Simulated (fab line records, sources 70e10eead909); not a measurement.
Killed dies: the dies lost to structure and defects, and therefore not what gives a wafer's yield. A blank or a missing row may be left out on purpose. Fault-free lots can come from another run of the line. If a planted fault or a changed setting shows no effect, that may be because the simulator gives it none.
Matching of chambers -- flow nandHarc -- NHARC_P_M1_PRE_CLEAN_32 on pecvd-01: 3 sister chambers
The step time 12 s. 14 wafers are shown with their chamber, then 7 later ones without.

== WAFERS WITH THEIR CHAMBER ==
wafer,chamber,heaterPowerW (W)
L448.3,0,531
L448.5,2,515
L448.6,1,666
L450.1,2,576
L450.3,0,515
L450.6,1,742
L451.1,0,535
L451.5,2,551
L451.6,0,554
L459.1,1,636
L459.4,1,637
L459.6,0,557
L466.2,0,522
L466.3,2,560

SIGNATURES (averages over the wafers above)
reading,chamber 0,chamber 1,chamber 2,scatter within a chamber
heaterPowerW,535.67,670.25,550.50,31.4
Rule: a wafer lies at a distance from a chamber equal to the root of the sum of squares, over the readings, of (its reading less the chamber's mean, divided by the reading's scatter). The wafer belongs to the nearest chamber; if the next one is less than 2 further off, it can't be placed. The scatter is the square root of a quotient: the sum, over the shown wafers, of each reading's squared deviation from its chamber's mean, divided by wafers minus chambers.

== WAFERS WITH NO CHAMBER GIVEN ==
wafer,heaterPowerW (W)
L466.5,713
L469.2,550
L469.4,550
L469.5,543
L470.1,541
L470.4,518
L470.5,696

== WHICH CHAMBER EACH ONE RAN IN ==
wafer,from the rows above,in truth
L466.5,1,1
L469.2,can't be placed: 2 or 0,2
L469.4,can't be placed: 2 or 0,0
L469.5,can't be placed: 0 or 2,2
L470.1,can't be placed: 0 or 2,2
L470.4,can't be placed: 0 or 2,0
L470.5,1,1
Correctly placed: 2 of 7. These rows do not allow placing 5 (true chamber among the candidates in 5). 0 placed wrongly.
